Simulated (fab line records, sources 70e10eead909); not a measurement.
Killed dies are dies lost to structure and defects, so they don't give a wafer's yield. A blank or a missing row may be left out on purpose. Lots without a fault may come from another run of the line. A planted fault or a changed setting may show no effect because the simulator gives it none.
fab line records | flow nand_harc
record lots=13 wafers=39 last_day=33
route steps=1302 shown P_BONDPAD@377 THIN_TSV@1291 END@1302
lots that met no fault: from a run of the same line without faults
start_h: hours from the record's first day to the start of the lot's first wafer shown | wait_h: hours since the lot's step before | " the same as in the row above | L1.1+2: a row that stands for several wafers | - no value, or no start given | * or withheld: withheld | < > ~ a bound
route shown NAME@n: a module of which the file shows steps, and the number in the route of the first | usual: mean/standard deviation of fault-free wafers | same: alike in all rows | chamber/n: place in a boat | sites: the reading at each site | _std_site: their standard deviation | _edge_site: outer sites' mean less inner sites' | radius_mm: how far each site lies from the wafer's centre | mask NAME#n: copy n | behind: the tool/chamber that last shaped the wafer | hold: why the lot was held/for how many hours/how that ended | device: the transistor (n, p or np) that didn't switch | end of line: the same wafers' tests at the end of the route | a step without rows: its recipe alone | killed: dies lost to structure and defects at the first sort, not the wafer's yield | map: a wafer's dies, x killed, . not, _ none there
set.NAME: the setting as run; set.NAME@STEP: as run at that earlier step | model.NAME: the simulator's own value behind a step, which no gauge read
steps of the route over a sample of lots; a table a step, a row a wafer
services: from which hour (start_h, from the record's first day; less than 0 if before it) a tool's chamber was out of use, for how many hours, and why
## steps
# step NHARC_P_BONDPAD_PVD_27
# recipe target_thk_a=300 chamber_pressure_pa=5 power_w=5000 substrate_temp_c=30 time_s=20.49 material=Cu
# usual throttle_valve_pct=30.4/0.75
# columns lot.wafer tool chamber start_h wait_h throttle_valve_pct
L212.2 pvd_sputter-01 - 156.03 - 30.9
L212.3 " - " " 29.2
L212.1 " - " " 30.2
L214.2 pvd_sputter-03 - 173.51 - 30.2
L214.3 " - " " 30.4
L214.5 " - " " 30.4
L215.3 pvd_sputter-03 - 185.68 - 30.3
L215.2 " - " " 30.1
L215.5 " - " " 30.3
L217.1 pvd_sputter-03 - 206.13 - 30.4
L217.2 " - " " 30.3
L217.5 " - " " 30.0
L225.4 pvd_sputter-03 - 290.57 - 30.0
L225.1 " - " " 30.9
L225.3 " - " " 31.0
L224.3 pvd_sputter-03 - 291.67 - 30.0
L224.4 " - " " 31.0
L224.6 " - " " 31.0
L227.4 pvd_sputter-01 - 309.90 - 31.6
L227.3 " - " " 30.8
L227.1 " - " " 28.8
L226.4 pvd_sputter-03 - 310.36 - 30.2
L226.5 " - " " 30.2
L226.6 " - " " 31.2
L228.4 pvd_sputter-03 - 326.50 - 31.0
L228.2 " - " " 30.2
L228.6 " - " " 31.1
L230.2 pvd_sputter-02 - 337.17 - 29.9
L230.5 " - " " 29.7
L230.6 " - " " 30.6
L231.1 pvd_sputter-01 - 338.18 - 30.7
L231.4 " - " " 28.8
L231.5 " - " " 30.5
L229.1 pvd_sputter-03 - 343.49 - 31.3
L229.6 " - " " 30.1
L229.5 " - " " 31.0
L233.1 pvd_sputter-01 - 363.79 - 30.9
L233.2 " - " " 31.5
L233.6 " - " " 30.4
# step NHARC_THIN_TSV_CD_MEAS_33
# recipe target_cd_nm=5000 landing_energy_ev=500
# usual cd_nm=4999.9/1.6
# columns lot.wafer tool chamber start_h wait_h cd_nm
L214.2 cd_sem-02 0 586.77 - 4998.7
L214.3 " 0 " " 4997.6
L214.5 " 0 " " 4998.8
L215.3 cd_sem-01 0 589.20 - 4998.3
L215.5 " 0 " " 4999.2
L212.1 cd_sem-01 0 594.82 - 5000.7
L212.2 " 0 " " 5001.8
L212.3 " 0 " " 5000.3
L217.2 cd_sem-02 0 625.21 - 5001.5
L225.1 cd_sem-02 0 699.19 - 4998.6
L225.3 " 0 " " 4999.2
L225.4 " 0 " " 4998.2
L224.3 cd_sem-01 0 700.60 - 4998.1
L224.4 " 0 " " 4999.1
L224.6 " 0 " " 4998.7
L227.1 cd_sem-01 0 733.81 - 5000.1
L227.3 " 0 " " 4999.7
L227.4 " 0 " " 4999.0
L226.4 cd_sem-01 0 735.11 - 4998.8
L226.5 " 0 " " 4998.8
L226.6 " 0 " " 4998.0
L228.2 cd_sem-02 0 742.93 - 5000.1
L228.4 " 0 " " 4997.2
L228.6 " 0 " " 5002.3
L231.1 cd_sem-02 0 752.40 - 5003.1
L231.4 " 0 " " 5003.0
L231.5 " 0 " " 5001.9
L230.2 cd_sem-01 0 753.66 - 4999.7
L230.5 " 0 " " 5000.8
L230.6 " 0 " " 5002.3
L229.1 cd_sem-03 0 765.07 - 5001.0
L229.5 " 0 " " 5001.2
L229.6 " 0 " " 4999.8
L233.1 cd_sem-01 0 777.85 - 5002.4
L233.2 " 0 " " 4999.6
L233.6 " 0 " " 5004.2
# step NHARC_THIN_TSV_ETCH_36
# recipe target_depth_a=650 over_etch_frac=0.3 time_s=18.571 ion_energy_ev=150 chemistry=Cl2/BCl3
# usual drypump_motor_current_A=6.0/0.69 oes_product_au=1.001/0.0074
# columns lot.wafer tool chamber start_h wait_h drypump_motor_current_A oes_product_au rf_hours_counter_h
L214.2 rie_metal-02 1 587.32 0.2 6.6 1.008 2.2
L214.3 " 0 " " 6.7 0.990 -
L214.5 " 1 " " 6.6 1.000 -
L215.3 rie_metal-01 1 589.98 0.3 6.4 0.997 -
L215.5 " 1 " " 6.4 1.008 -
L212.1 rie_metal-03 1 595.39 0.2 5.0 1.001 1.4
L212.2 " 0 " " 6.1 0.998 1.4
L212.3 " 1 " " 5.0 0.996 -
L217.2 rie_metal-01 0 625.83 0.2 5.0 0.994 0.5
L225.1 rie_metal-02 1 699.74 0.2 6.6 0.998 1.4
L225.3 " 1 " " 6.7 1.003 -
L225.4 " 0 " " 6.6 0.997 -
L224.3 rie_metal-01 0 701.16 0.1 5.0 1.005 -
L224.4 " 1 " " 6.4 1.017 -
L224.6 " 0 " " 5.0 1.004 -
L227.1 rie_metal-01 0 734.36 0.2 4.9 0.997 2.6
L227.3 " 1 " " 6.4 1.016 -
L227.4 " 0 " " 5.0 0.996 -
L226.4 rie_metal-03 0 735.66 0.2 6.1 0.999 -
L226.6 " 1 " " 5.0 1.006 -
L226.5 " 0 " " 6.1 1.001 -
L228.2 rie_metal-01 0 743.49 0.2 5.0 1.003 2.9
L228.4 " 0 " " 4.9 0.992 -
L228.6 " 1 " " 6.4 1.009 -
L231.1 rie_metal-02 0 752.95 0.2 6.7 0.990 2.5
L231.4 " 0 " " 6.7 0.991 -
L231.5 " 1 " " 6.7 0.995 -
L230.2 rie_metal-03 0 754.20 0.2 6.1 1.007 1.0
L230.6 " 0 " " 6.1 1.010 -
L230.5 " 1 " " 5.0 1.018 -
L229.1 rie_metal-02 1 765.64 0.2 6.6 0.986 2.4
L229.6 " 0 " " 6.7 0.996 -
L229.5 " 1 " " 6.6 0.994 -
L233.1 rie_metal-02 0 778.40 0.2 6.6 0.992 3.1
L233.2 " 1 " " 6.6 0.988 2.6
L233.6 " 1 " " 6.6 0.981 -
# step NHARC_THIN_TSV_INSPECT_40
# usual raw_defect_count=567/96
# columns lot.wafer tool chamber start_h wait_h raw_defect_count
L214.2 defect_inspect-02 - 591.64 0.4 730
L214.3 " - " " 605
L214.5 " - " " 662
L215.3 defect_inspect-01 - 595.49 0.4 553
L215.5 " - " " 594
L212.1 defect_inspect-01 - 600.84 0.4 682
L212.2 " - " " 857
L212.3 " - " " 588
L217.2 defect_inspect-02 - 631.25 0.4 579
L225.1 defect_inspect-01 - 705.20 0.4 498
L225.3 " - " " 520
L225.4 " - " " 474
L224.3 defect_inspect-02 - 705.21 0.4 603
L224.4 " - " " 618
L224.6 " - " " 493
L227.1 defect_inspect-01 - 739.83 0.4 646
L227.3 " - " " 520
L227.4 " - " " 625
L226.4 defect_inspect-02 - 739.83 0.4 495
L226.5 " - " " 488
L226.6 " - " " 556
L228.2 defect_inspect-01 - 748.89 0.4 503
L228.4 " - " " 657
L228.6 " - " " 657
L231.1 defect_inspect-01 - 758.43 0.4 551
L231.4 " - " " 739
L231.5 " - " " 546
L230.2 defect_inspect-01 - 758.43 0.4 561
L230.5 " - " " 625
L230.6 " - " " 663
L229.1 defect_inspect-02 - 769.58 0.4 531
L229.5 " - " " 617
L229.6 " - " " 480
L233.1 defect_inspect-02 - 785.52 0.4 636
L233.2 " - " " 528
L233.6 " - " " 428
# step NHARC_END_SORT_01
# recipe temp_c=25
# usual defect_limited_yield=91.5/2.4 killed_at_array=52/16 killed_at_other=0.8/1.1 killed_at_periphery=4.2/2.5 killed_dies=57/16 killed_open=3.4/2 killed_short=2.6/1.6 sort_bin_2_pct=3.0/1.1 sort_bin_3_pct=0.6/0.31 sort_bin_4_pct=4.8/1.4 sort_n_pass=620/16 sort_rim_yield_pct=90/4.8 sort_yield_pct=91.5/2.4
# same gross_dies=677 sort_bin_5_pct[%]=0 sort_bin_6_pct[%]=0 sort_bin_7_pct[%]=0 sort_bin_8_pct[%]=0 sort_rim_n_gross=106.00
# columns lot.wafer tool chamber start_h wait_h defect_limited_yield[%] killed_at_array killed_at_other killed_at_periphery killed_dies killed_open killed_short sort_bin_2_pct[%] sort_bin_3_pct[%] sort_bin_4_pct[%] sort_n_pass sort_rim_yield_pct[%] sort_yield_pct[%]
L214.2 prober-02 0 603.33 2.8 90.8 60 0 2 62 3 2 3.0 0.9 5.3 615 84 90.8
L214.3 prober-02 0 604.12 3.1 91.6 55 0 2 57 2 2 2.7 0.4 5.3 620 87 91.6
L214.5 prober-02 0 605.71 3.7 92.3 48 0 4 52 4 2 2.7 0.6 4.4 625 88 92.3
L215.2 prober-01 0 603.41 2.8 0 79 0 598 677 0 3 94.2 1.2 4.6 0 0 0
L215.3 prober-01 0 604.21 3.1 90.4 63 0 2 65 4 1 3.2 0.9 5.5 612 77 90.4
L215.5 prober-01 0 605.82 3.7 86.3 90 0 3 93 7 2 5.8 0.9 7.1 584 78 86.3
L212.1 prober-02 0 610.32 2.5 91.7 53 1 2 56 2 1 2.7 0.7 4.9 621 95 91.7
L212.2 prober-02 0 611.12 2.8 92.8 43 0 6 49 7 3 1.9 1.0 4.3 628 88 92.8
L212.3 prober-02 0 611.92 3.1 93.9 40 1 0 41 1 3 2.1 0.4 3.5 636 87 93.9
L217.1 prober-01 0 634.23 2.4 0 72 2 603 677 2 2 92.3 0.6 7.1 0 0 0
L217.2 prober-01 0 635.03 2.7 90.5 60 2 2 64 1 1 3.7 0.3 5.5 613 80 90.5
L217.5 prober-01 0 637.41 3.7 0 76 1 600 677 3 3 91.9 1.0 7.1 0 0 0
L225.1 prober-02 0 708.25 2.5 89.7 64 0 6 70 4 5 3.7 0.9 5.8 607 84 89.7
L225.3 prober-02 0 709.86 3.1 90.4 59 0 6 65 2 4 4.0 1.0 4.6 612 93 90.4
L225.4 prober-02 0 710.67 3.4 92.3 47 1 4 52 3 5 3.1 1.0 3.5 625 88 92.3
L224.3 prober-01 0 709.83 3.1 92.6 46 2 2 50 1 3 2.5 0.3 4.6 627 99 92.6
L224.4 prober-01 0 710.64 3.4 95.1 31 0 2 33 1 5 1.8 0.4 2.7 644 93 95.1
L224.6 prober-01 0 712.25 4.0 94.4 36 0 2 38 4 0 1.6 0.3 3.7 639 88 94.4
L227.1 prober-02 0 742.85 2.5 90.4 58 2 5 65 8 3 4.3 0.9 4.4 612 92 90.4
L227.3 prober-02 0 744.47 3.1 92.3 44 0 8 52 6 4 3.0 0.3 4.4 625 83 92.3
L227.4 prober-02 0 745.28 3.4 91.4 54 1 3 58 4 4 2.7 0.3 5.6 619 95 91.4
L226.4 prober-01 0 745.34 3.4 91.6 47 3 7 57 9 5 3.2 0.3 4.9 620 92 91.6
L226.5 prober-01 0 746.14 3.7 91.0 55 1 5 61 6 6 3.4 0.3 5.3 616 86 91.0
L226.6 prober-01 0 746.95 4.0 92.6 44 1 5 50 3 4 2.5 0.7 4.1 627 89 92.6
L228.2 prober-02 0 752.75 2.8 88.3 73 1 5 79 3 0 4.9 0.6 6.2 598 90 88.3
L228.4 prober-02 0 754.35 3.4 87.4 77 0 8 85 4 3 4.3 0.9 7.4 592 85 87.4
L228.6 prober-02 0 755.94 4.0 88.0 69 0 12 81 5 2 3.7 1.0 7.2 596 90 88.0
L231.1 prober-01 0 761.49 2.5 92.6 44 1 5 50 2 4 3.7 0.4 3.2 627 90 92.6
L231.4 prober-01 0 763.88 3.4 92.6 47 1 2 50 1 1 3.1 0.7 3.5 627 92 92.6
L231.5 prober-01 0 764.68 3.7 91.4 51 0 7 58 4 3 2.2 0.9 5.5 619 87 91.4
L230.2 prober-01 0 770.08 2.8 91.9 52 0 3 55 3 2 2.1 1.0 5.0 622 90 91.9
L230.5 prober-01 0 772.49 3.7 90.3 62 1 3 66 2 0 4.1 0.7 4.9 611 82 90.3
L230.6 prober-01 0 773.29 4.0 88.9 72 0 3 75 6 1 4.3 0.7 6.1 602 84 88.9
L229.1 prober-01 0 777.15 2.6 93.9 35 0 6 41 5 1 1.8 0.3 4.0 636 85 93.9
L229.5 prober-01 0 780.31 3.7 91.7 53 0 3 56 4 2 2.8 0.4 5.0 621 92 91.7
L229.6 prober-01 0 781.10 3.9 92.9 42 0 6 48 8 3 2.4 0.9 3.8 629 88 92.9
L233.1 prober-02 0 788.64 2.6 92.2 51 0 2 53 3 6 2.2 0.6 5.0 624 88 92.2
L233.2 prober-02 0 789.44 2.8 91.1 58 0 2 60 7 3 2.2 0.6 6.1 617 88 91.1
L233.6 prober-02 0 792.65 4.0 91.7 55 0 1 56 5 2 2.2 0.4 5.6 621 92 91.7
# killed by level:class
L214.2 A_CHANNEL_HOLE_D1:chamber_film_flake=24 A_SLIT:chamber_film_flake=23 A_SGD_CUT:chamber_film_flake=3 A_CHANNEL_HOLE_D2:chamber_film_flake=2 A_CHANNEL_FILL_D2:chamber_film_flake=2 A_CONTACT:chamber_film_flake=2 P_STI:geometric_particle:short=1 P_CONTACT:geometric_particle:open=1
L215.2 P_BONDPAD:area_pvd=596 A_CHANNEL_HOLE_D1:chamber_film_flake=25 A_CHANNEL_HOLE_D2:chamber_film_flake=25 A_SLIT:chamber_film_flake=15 A_CONTACT:chamber_film_flake=5 A_STAIRCASE:chamber_film_flake=3 A_ZERO_WELL:chamber_film_flake=2 A_M0:chamber_film_flake=2
L214.3 A_CHANNEL_HOLE_D1:chamber_film_flake=24 A_SLIT:chamber_film_flake=19 A_CHANNEL_HOLE_D2:chamber_film_flake=4 A_SGD_CUT:chamber_film_flake=3 A_CONTACT:chamber_film_flake=2 P_M0:geometric_particle:open=1 A_CHANNEL_HOLE_D1:geometric_particle:open=1 A_CHANNEL_HOLE_D1:geometric_particle:short=1
L215.3 A_SLIT:chamber_film_flake=22 A_CHANNEL_HOLE_D1:chamber_film_flake=13 A_CHANNEL_HOLE_D2:chamber_film_flake=11 A_CONTACT:chamber_film_flake=6 A_STAIRCASE:chamber_film_flake=3 A_CHANNEL_FILL_D2:chamber_film_flake=2 A_M0:chamber_film_flake=2 P_CONTACT:geometric_particle:open=1
L214.5 A_CHANNEL_HOLE_D1:chamber_film_flake=17 A_SLIT:chamber_film_flake=16 A_CONTACT:chamber_film_flake=4 P_GATE:chamber_film_flake=3 A_CHANNEL_HOLE_D2:chamber_film_flake=3 P_GATE:geometric_particle:open=1 A_ONON_D1:geometric_particle:short=1 A_CHANNEL_FILL_D1:geometric_particle:short=1
L215.5 A_CHANNEL_HOLE_D2:chamber_film_flake=31 A_CHANNEL_HOLE_D1:chamber_film_flake=23 A_SLIT:chamber_film_flake=16 A_CHANNEL_FILL_D1:chamber_film_flake=4 A_ZERO_WELL:chamber_film_flake=3 A_STAIRCASE:chamber_film_flake=3 A_CONTACT:geometric_particle:open=2 A_CONTACT:chamber_film_flake=2
L212.1 A_CHANNEL_HOLE_D1:chamber_film_flake=27 A_CHANNEL_HOLE_D2:chamber_film_flake=9 A_CONTACT:chamber_film_flake=8 A_STAIRCASE:chamber_film_flake=3 A_M1:chamber_film_flake=2 A_STAIRCASE:geometric_particle:open=1 A_WL_FILL:geometric_particle:short=1 A_CONTACT:geometric_particle:open=1
L212.2 A_CHANNEL_HOLE_D1:chamber_film_flake=18 A_CONTACT:chamber_film_flake=7 A_CHANNEL_HOLE_D2:chamber_film_flake=6 P_CONTACT:geometric_particle:open=3 A_STAIRCASE:chamber_film_flake=3 A_DECK1_JOINT:geometric_particle:open=2 A_CHANNEL_FILL_D1:geometric_particle:short=1 A_DECK1_JOINT:geometric_particle:short=1
L212.3 A_CHANNEL_HOLE_D1:chamber_film_flake=21 A_CHANNEL_HOLE_D2:chamber_film_flake=8 A_CONTACT:chamber_film_flake=3 A_STAIRCASE:chamber_film_flake=2 A_ONON_D1:geometric_particle:open=1 A_CHANNEL_HOLE_D2:geometric_particle:short=1 A_WL_FILL:geometric_particle:short=1 STARTING-WAFER:geometric_particle:short=1
L217.1 P_BONDPAD:area_pvd=602 A_CHANNEL_HOLE_D1:chamber_film_flake=29 A_SLIT:chamber_film_flake=25 A_CHANNEL_HOLE_D2:chamber_film_flake=7 A_BONDPAD:chamber_film_flake=4 A_STAIRCASE:chamber_film_flake=3 THIN_TSV:chamber_film_flake=2 A_CHANNEL_FILL_D1:geometric_particle:open=1
L217.2 A_CHANNEL_HOLE_D1:chamber_film_flake=25 A_SLIT:chamber_film_flake=18 A_CHANNEL_HOLE_D2:chamber_film_flake=8 A_STAIRCASE:chamber_film_flake=3 A_WL_FILL:chamber_film_flake=2 A_BONDPAD:chamber_film_flake=2 THIN_TSV:chamber_film_flake=2 P_M0:geometric_particle:open=1
L217.5 P_BONDPAD:area_pvd=594 A_SLIT:chamber_film_flake=31 A_CHANNEL_HOLE_D1:chamber_film_flake=17 A_CHANNEL_HOLE_D2:chamber_film_flake=10 A_BONDPAD:chamber_film_flake=6 P_M2:chamber_film_flake=4 A_STAIRCASE:chamber_film_flake=4 A_CONTACT:chamber_film_flake=2
L225.1 A_SLIT:chamber_film_flake=22 A_CHANNEL_HOLE_D2:chamber_film_flake=14 A_STAIRCASE:chamber_film_flake=7 A_CHANNEL_HOLE_D1:chamber_film_flake=6 A_CONTACT:chamber_film_flake=4 A_DECK1_JOINT:chamber_film_flake=3 A_CHANNEL_FILL_D1:geometric_particle:short=2 P_ZERO_WELL:chamber_film_flake=2
L224.3 A_CHANNEL_HOLE_D1:chamber_film_flake=33 A_STAIRCASE:chamber_film_flake=4 A_SLIT:chamber_film_flake=2 A_CONTACT:chamber_film_flake=2 A_ONON_D1:geometric_particle:open=1 A_ONON_D1:geometric_particle:short=1 A_CHANNEL_HOLE_D1:geometric_particle:short=1 P_ZERO_WELL:chamber_film_flake=1
L225.3 A_SLIT:chamber_film_flake=32 A_STAIRCASE:chamber_film_flake=8 A_CHANNEL_HOLE_D1:chamber_film_flake=6 A_CHANNEL_HOLE_D2:chamber_film_flake=5 P_ZERO_WELL:chamber_film_flake=2 A_CONTACT:chamber_film_flake=2 P_STI:geometric_particle:short=1 P_CONTACT:geometric_particle:open=1
L224.4 A_CHANNEL_HOLE_D1:chamber_film_flake=20 A_ONON_D1:geometric_particle:short=2 A_WL_FILL:geometric_particle:short=2 P_STI:chamber_film_flake=2 A_STAIRCASE:chamber_film_flake=2 A_CONTACT:chamber_film_flake=2 A_CHANNEL_FILL_D1:geometric_particle:short=1 A_WL_FILL:geometric_particle:open=1
L225.4 A_SLIT:chamber_film_flake=20 A_CHANNEL_HOLE_D2:chamber_film_flake=9 A_STAIRCASE:chamber_film_flake=5 A_CONTACT:chamber_film_flake=4 P_ZERO_WELL:chamber_film_flake=2 P_GATE:geometric_particle:short=1 P_CONTACT:geometric_particle:open=1 A_DECK1_JOINT:geometric_particle:open=1
L224.6 A_CHANNEL_HOLE_D1:chamber_film_flake=25 A_STAIRCASE:chamber_film_flake=4 A_CONTACT:chamber_film_flake=3 P_CONTACT:geometric_particle:open=1 A_CHANNEL_FILL_D1:geometric_particle:open=1 A_DECK1_JOINT:geometric_particle:open=1 A_M0:geometric_particle:open=1 P_STI:chamber_film_flake=1
L227.1 A_CHANNEL_HOLE_D1:chamber_film_flake=34 A_STAIRCASE:chamber_film_flake=5 A_CONTACT:chamber_film_flake=5 A_SLIT:chamber_film_flake=4 P_ZERO_WELL:chamber_film_flake=2 P_M2:chamber_film_flake=2 P_M0:geometric_particle:open=1 A_ONON_D1:geometric_particle:open=1
L227.3 A_CHANNEL_HOLE_D1:chamber_film_flake=17 A_STAIRCASE:chamber_film_flake=12 A_CONTACT:chamber_film_flake=5 A_SLIT:chamber_film_flake=3 A_ONON_D1:geometric_particle:short=2 P_ZERO_WELL:chamber_film_flake=2 P_M2:chamber_film_flake=2 P_CONTACT:geometric_particle:open=1
L227.4 A_CHANNEL_HOLE_D1:chamber_film_flake=26 A_STAIRCASE:chamber_film_flake=11 A_SLIT:chamber_film_flake=6 P_M2:chamber_film_flake=3 A_CONTACT:chamber_film_flake=2 A_CHANNEL_HOLE_D1:geometric_particle:short=1 A_DECK1_JOINT:geometric_particle:short=1 A_ONON_D2:geometric_particle:open=1
L226.4 A_CHANNEL_HOLE_D2:chamber_film_flake=20 A_CHANNEL_FILL_D1:chamber_film_flake=5 A_SLIT:chamber_film_flake=5 P_M0:geometric_particle:open=2 A_ONON_D1:geometric_particle:short=2 A_CHANNEL_FILL_D1:geometric_particle:open=2 A_WL_FILL:geometric_particle:open=2 P_STI:chamber_film_flake=2
L226.5 A_CHANNEL_HOLE_D2:chamber_film_flake=17 A_CHANNEL_HOLE_D1:chamber_film_flake=7 A_SLIT:chamber_film_flake=7 A_SGD_CUT:chamber_film_flake=6 A_WL_FILL:geometric_particle:short=4 P_CONTACT:geometric_particle:open=2 P_STI:chamber_film_flake=2 A_CHANNEL_FILL_D1:chamber_film_flake=2
L226.6 A_CHANNEL_HOLE_D2:chamber_film_flake=17 A_CHANNEL_HOLE_D1:chamber_film_flake=10 A_SLIT:chamber_film_flake=5 A_DECK1_JOINT:chamber_film_flake=3 P_CONTACT:geometric_particle:open=2 P_GATE:chamber_film_flake=2 A_SGD_CUT:chamber_film_flake=2 A_CHANNEL_FILL_D1:geometric_particle:short=1
L228.2 A_CHANNEL_HOLE_D1:chamber_film_flake=36 A_CHANNEL_HOLE_D2:chamber_film_flake=24 A_SLIT:chamber_film_flake=5 A_CONTACT:chamber_film_flake=4 P_M1:chamber_film_flake=2 A_ONON_D1:geometric_particle:open=1 A_CHANNEL_FILL_D1:geometric_particle:open=1 A_DECK1_JOINT:geometric_particle:open=1
L228.4 A_CHANNEL_HOLE_D1:chamber_film_flake=33 A_CHANNEL_HOLE_D2:chamber_film_flake=21 A_SLIT:chamber_film_flake=8 P_M1:chamber_film_flake=6 A_WL_FILL:chamber_film_flake=3 A_CONTACT:chamber_film_flake=3 A_CHANNEL_HOLE_D2:geometric_particle:open=2 A_ZERO_WELL:chamber_film_flake=2
L228.6 A_CHANNEL_HOLE_D1:chamber_film_flake=38 A_CHANNEL_HOLE_D2:chamber_film_flake=21 P_GATE:chamber_film_flake=4 P_M1:chamber_film_flake=4 A_CONTACT:chamber_film_flake=2 P_GATE:geometric_particle:open=1 P_M0:geometric_particle:open=1 P_M1:geometric_particle:open=1
L231.1 A_CHANNEL_HOLE_D2:chamber_film_flake=17 A_SLIT:chamber_film_flake=9 A_CHANNEL_HOLE_D1:chamber_film_flake=6 A_CONTACT:chamber_film_flake=4 P_GATE:chamber_film_flake=3 A_ONON_D2:geometric_particle:short=2 A_WL_FILL:chamber_film_flake=2 P_M1:geometric_particle:open=1
L231.4 A_CHANNEL_HOLE_D2:chamber_film_flake=22 A_CHANNEL_HOLE_D1:chamber_film_flake=10 A_SLIT:chamber_film_flake=6 A_STAIRCASE:chamber_film_flake=3 A_CHANNEL_FILL_D2:chamber_film_flake=2 A_WL_FILL:chamber_film_flake=2 STARTING-WAFER:geometric_particle:open=1 A_CHANNEL_FILL_D2:geometric_particle:short=1
L231.5 A_CHANNEL_HOLE_D1:chamber_film_flake=17 A_CHANNEL_HOLE_D2:chamber_film_flake=17 A_SLIT:chamber_film_flake=7 P_GATE:chamber_film_flake=3 A_STAIRCASE:chamber_film_flake=3 A_CONTACT:chamber_film_flake=3 P_CONTACT:geometric_particle:open=1 P_M0:geometric_particle:open=1
L230.2 A_SLIT:chamber_film_flake=18 A_CHANNEL_HOLE_D2:chamber_film_flake=14 A_CHANNEL_HOLE_D1:chamber_film_flake=6 A_CONTACT:chamber_film_flake=4 A_STAIRCASE:chamber_film_flake=3 A_WL_FILL:chamber_film_flake=2 P_M0:geometric_particle:open=1 A_DECK1_JOINT:geometric_particle:short=1
L230.5 A_SLIT:chamber_film_flake=22 A_CHANNEL_HOLE_D2:chamber_film_flake=21 A_CHANNEL_HOLE_D1:chamber_film_flake=8 A_CONTACT:chamber_film_flake=5 P_M1:chamber_film_flake=2 A_DECK1_JOINT:chamber_film_flake=2 A_STAIRCASE:chamber_film_flake=2 A_CHANNEL_FILL_D2:geometric_particle:open=1
L230.6 A_SLIT:chamber_film_flake=29 A_CHANNEL_HOLE_D2:chamber_film_flake=20 A_CHANNEL_HOLE_D1:chamber_film_flake=9 A_CONTACT:chamber_film_flake=3 A_CONTACT:geometric_particle:open=2 P_GATE:chamber_film_flake=2 A_DECK1_JOINT:chamber_film_flake=2 A_STAIRCASE:chamber_film_flake=2
L229.1 A_CHANNEL_HOLE_D2:chamber_film_flake=18 A_SLIT:chamber_film_flake=4 A_CONTACT:chamber_film_flake=3 P_M0:geometric_particle:open=2 P_GATE:chamber_film_flake=2 A_CHANNEL_HOLE_D1:unspecified=2 A_CHANNEL_HOLE_D1:chamber_film_flake=2 P_M2:geometric_particle:open=1
L229.5 A_CHANNEL_HOLE_D2:chamber_film_flake=30 A_SLIT:chamber_film_flake=8 A_CHANNEL_HOLE_D1:unspecified=5 P_GATE:chamber_film_flake=2 A_M0:chamber_film_flake=2 A_CHANNEL_FILL_D1:geometric_particle:open=1 A_CHANNEL_FILL_D1:geometric_particle:short=1 A_CHANNEL_FILL_D2:geometric_particle:short=1
L229.6 A_CHANNEL_HOLE_D2:chamber_film_flake=25 P_GATE:chamber_film_flake=3 A_CHANNEL_HOLE_D1:unspecified=3 A_SLIT:chamber_film_flake=3 A_CHANNEL_FILL_D1:geometric_particle:short=2 A_STAIRCASE:chamber_film_flake=2 P_STI:geometric_particle:open=1 P_CONTACT:geometric_particle:open=1
L233.1 A_CHANNEL_HOLE_D2:chamber_film_flake=22 A_CONTACT:chamber_film_flake=9 A_SLIT:chamber_film_flake=7 A_ONON_D1:geometric_particle:short=2 A_CHANNEL_HOLE_D1:geometric_particle:short=2 A_WL_FILL:chamber_film_flake=2 P_CONTACT:geometric_particle:short=1 A_DECK1_JOINT:geometric_particle:short=1
L233.2 A_CHANNEL_HOLE_D2:chamber_film_flake=16 A_SLIT:chamber_film_flake=14 A_CONTACT:chamber_film_flake=9 A_STAIRCASE:chamber_film_flake=3 A_WL_FILL:chamber_film_flake=3 A_CHANNEL_FILL_D1:chamber_film_flake=2 P_STI:geometric_particle:open=1 P_CONTACT:geometric_particle:open=1
L233.6 A_CHANNEL_HOLE_D2:chamber_film_flake=26 A_SLIT:chamber_film_flake=11 A_CONTACT:chamber_film_flake=6 A_CHANNEL_HOLE_D1:chamber_film_flake=2 P_M1:geometric_particle:open=1 A_CHANNEL_HOLE_D1:geometric_particle:open=1 A_CHANNEL_FILL_D2:geometric_particle:open=1 A_CHANNEL_FILL_D2:geometric_particle:short=1
## services
# columns tool chamber start_h hours kind
rie_metal-02 - 141.54 0.5 repair
rie_metal-01 - 150.73 0.3 repair
pvd_sputter-01 - 182.99 2.2 repair
pvd_sputter-01 - 192.31 41.4 repair
pvd_sputter-03 - 206.35 10.0 pm
rie_metal-01 - 221.00 9.0 pm
rie_metal-02 - 277.00 9.0 pm
pvd_sputter-03 - 384.35 10.0 pm
rie_metal-01 - 398.00 9.0 pm
pvd_sputter-01 - 411.66 10.0 pm
pvd_sputter-03 - 440.90 3.2 repair
rie_metal-02 - 454.00 9.0 pm
pvd_sputter-03 - 463.63 6.8 repair
rie_metal-01 - 474.30 0.4 repair
pvd_sputter-03 - 509.83 10.9 repair
pvd_sputter-03 - 562.35 10.0 pm
rie_metal-01 - 565.30 1.6 repair
rie_metal-01 0 572.93 18.0 repair
rie_metal-01 - 575.00 9.0 pm
pvd_sputter-01 - 589.66 10.0 pm
rie_metal-02 - 631.00 9.0 pm
rie_metal-02 1 723.16 4.3 repair
rie_metal-02 1 727.63 3.1 repair
pvd_sputter-03 - 740.35 10.0 pm
## key
first_sign step=NHARC_END_SORT_01 reading=killed_at_periphery direction=up sigmas=99+ usual=4.2 struck=600.3
effect step=NHARC_END_SORT_01 reading=sort_bin_2_pct direction=up sigmas=81 usual=3.0 struck=92.8
more_kills_born_at NHARC_P_BONDPAD_PVD_27@pvd_sputter-03=1792
met_at NHARC_P_BONDPAD_PVD_27
struck_lots L215,L217
struck_wafers L215.2,L217.1,L217.5
later_rows_left_out L215.2,L217.1,L217.5
not_acting_at NHARC_THIN_TSV_CD_MEAS_33,NHARC_THIN_TSV_ETCH_36,NHARC_THIN_TSV_INSPECT_40
fault kind=process_parameter_drift tool=pvd_sputter-03 chamber=- onset_h=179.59 steps=NHARC_P_BONDPAD_PVD_27 channel=target_thk_a offset=* shape=step end_h=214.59 acts_in=* stated=* scope=struck_wafers_only
# later_rows_left_out: the simulator's readings of these wafers behind a module that went badly wrong aren't trusted and aren't shown, but for the sort
